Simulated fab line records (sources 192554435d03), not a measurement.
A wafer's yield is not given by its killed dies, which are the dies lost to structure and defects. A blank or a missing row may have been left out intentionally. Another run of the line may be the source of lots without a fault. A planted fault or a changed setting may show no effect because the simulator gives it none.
Problem report in the 8D (eight disciplines) form, filled by code -- flow n5Finfet -- the parts of the form that need people (team, actions taken, sign-off) are left out

## 1. WHAT WENT WRONG
Wafers without a fault read 172.5 W, standard deviation 0.8; heaterPowerTotalW at N5_WELL_APT_PEB_23 reads a mean of 181.1 W on 3 wafers belonging to 2 lots. That is +11 standard deviations from the usual mean.
The step: peb time 90 s.
First observed at day 6 02:52: wafer L901.4, on lithoTrack-03. The record has a number at this step for 36 wafers belonging to 12 lots. Rule for "out" (also "out of limits"): further than 4 standard deviations from the usual mean. All remaining wafers that have a number are taken as sound.

## 2. WHAT IT IS, AND WHAT IT ISN'T
question,is,is not
which readings at this step,heaterPowerTotalW,-
which lots,"L901, L902","L884, L885, L886, L888, L889, L890, L896, L903, L904, L905"
which wafers of those lots,"L901.4, L902.1, L902.4","L901.2, L901.6, L902.6"
read on which tools,lithoTrack-03,"lithoTrack-01, lithoTrack-04"
when,from day 6 02:52,"up to then (23 sound wafers); but 10 sound wafers of L902, L903, L904, L905 came after"

## 3. SUSPECTS, AND WHAT RULES EACH OUT
Counting: any tool at a process step up to the reading remains a suspect provided it ran every lot that is out. Sound lots after the first of them don't rule it out here, since some wafers of a struck lot are sound.
- lithoTrack-03 at N5_WELL_APT_PEB_23 (peb time 90 s): kept. It processed each lot that is out (first: L901, day 6 02:52); up to then, its last sound lot is L896 (day 4 21:11). Out on those wafers are its own readings of heaterPowerTotalW.
The count leaves lithoTrack-03 at N5_WELL_APT_PEB_23.

## 4. THE CAUSE (what the simulator had put in)
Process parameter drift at N5_WELL_APT_PEB_23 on lithoTrack-03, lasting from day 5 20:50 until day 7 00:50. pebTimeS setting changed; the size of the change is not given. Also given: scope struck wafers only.
After counting, this tool was the only one left.

## 5. THE EFFECT CHAIN, in route order
One row per reading whose mean, taken over the struck wafers that have a number, lies over 3 standard deviations from the usual. Scope: only readings with a usual standard deviation given in the record; hours: median across lots of the time from each lot's start at the first step in this table that gives one to its start at this step; sigmas: change in usual standard deviations.
hours,step,reading,usual,on struck wafers,change,sigmas
0,N5_WELL_APT_PEB_23,heaterPowerTotalW,172.5 W,181.1,+8.6,+11
The process steps in it:
- N5_WELL_APT_PEB_23: peb time 90 s.

## 6. WHAT WOULD HAVE CAUGHT IT SOONER
In this record the first reading out of limits was taken at day 6 02:52, 6 hours after the fault began at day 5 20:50.
